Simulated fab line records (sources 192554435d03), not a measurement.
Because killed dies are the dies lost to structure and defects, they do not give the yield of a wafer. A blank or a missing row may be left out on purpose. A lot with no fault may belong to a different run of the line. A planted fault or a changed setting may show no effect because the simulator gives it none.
Matching of chambers :: flow n5-finfet :: N5_BEOL_M5_CURE_80 on uv-cure-02 has 3 sister chambers
The step cures SiCOH lowk, time 120 s. 6 wafers are shown with their chamber, then 8 later ones without.

## WAFERS, EACH WITH ITS CHAMBER
wafer: L076.3
chamber: 0
wafer_temp_C_max: 371.4
lamp-power-pct (%): 52.33

wafer: L076.6
chamber: 0
wafer_temp_C_max: 371.5
lamp-power-pct (%): 52.41

wafer: L081.3
chamber: 2
wafer_temp_C_max: 374.0
lamp-power-pct (%): 52.28

wafer: L081.4
chamber: 2
wafer_temp_C_max: 373.3
lamp-power-pct (%): 52.40

wafer: L091.5
chamber: 1
wafer_temp_C_max: 371.2
lamp-power-pct (%): 52.25

wafer: L094.2
chamber: 1
wafer_temp_C_max: 371.8
lamp-power-pct (%): 52.33

## WAFERS WHOSE CHAMBER IS MISSING
wafer: L094.4
wafer_temp_C_max: 371.9
lamp-power-pct (%): 52.29

wafer: L094.6
wafer_temp_C_max: 371.7
lamp-power-pct (%): 52.31

wafer: L097.1
wafer_temp_C_max: 371.1
lamp-power-pct (%): 52.38

wafer: L097.3
wafer_temp_C_max: 371.9
lamp-power-pct (%): 52.29

wafer: L097.4
wafer_temp_C_max: 371.9
lamp-power-pct (%): 52.25

wafer: L097.2
wafer_temp_C_max: 371.6
lamp-power-pct (%): 52.23

wafer: L097.5
wafer_temp_C_max: 371.8
lamp-power-pct (%): 52.37

wafer: L097.6
wafer_temp_C_max: 372.4
lamp-power-pct (%): 52.24

## WHICH CHAMBER EACH ONE RAN IN
wafer: L094.4
from the rows above: can't be placed: 1 or 0
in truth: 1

wafer: L094.6
from the rows above: can't be placed: 1 or 0
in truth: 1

wafer: L097.1
from the rows above: can't be placed: 0 or 1
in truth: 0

wafer: L097.3
from the rows above: can't be placed: 1 or 0
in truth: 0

wafer: L097.4
from the rows above: can't be placed: 1 or 0
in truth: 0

wafer: L097.2
from the rows above: can't be placed: 1 or 0
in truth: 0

wafer: L097.5
from the rows above: can't be placed: 0 or 1
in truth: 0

wafer: L097.6
from the rows above: can't be placed: 1 or 0 or 2
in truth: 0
0 of 8 placed correctly. These rows do not allow placing 8 (true chamber among the candidates in 8). Number placed wrongly: 0.
How it was worked out, from the rows above alone: a wafer's distance from a chamber is the root of the sum, over the readings, of the square of ((its reading less the chamber's mean) divided by the reading's scatter). The wafer belongs to the nearest chamber; if the next one is less than 2 further off, it can't be placed. A chamber's mean is the mean of its shown wafers. The scatter: take each reading less its chamber's mean, square it, sum over the shown wafers, divide by the number of wafers less the number of chambers, and take the root.
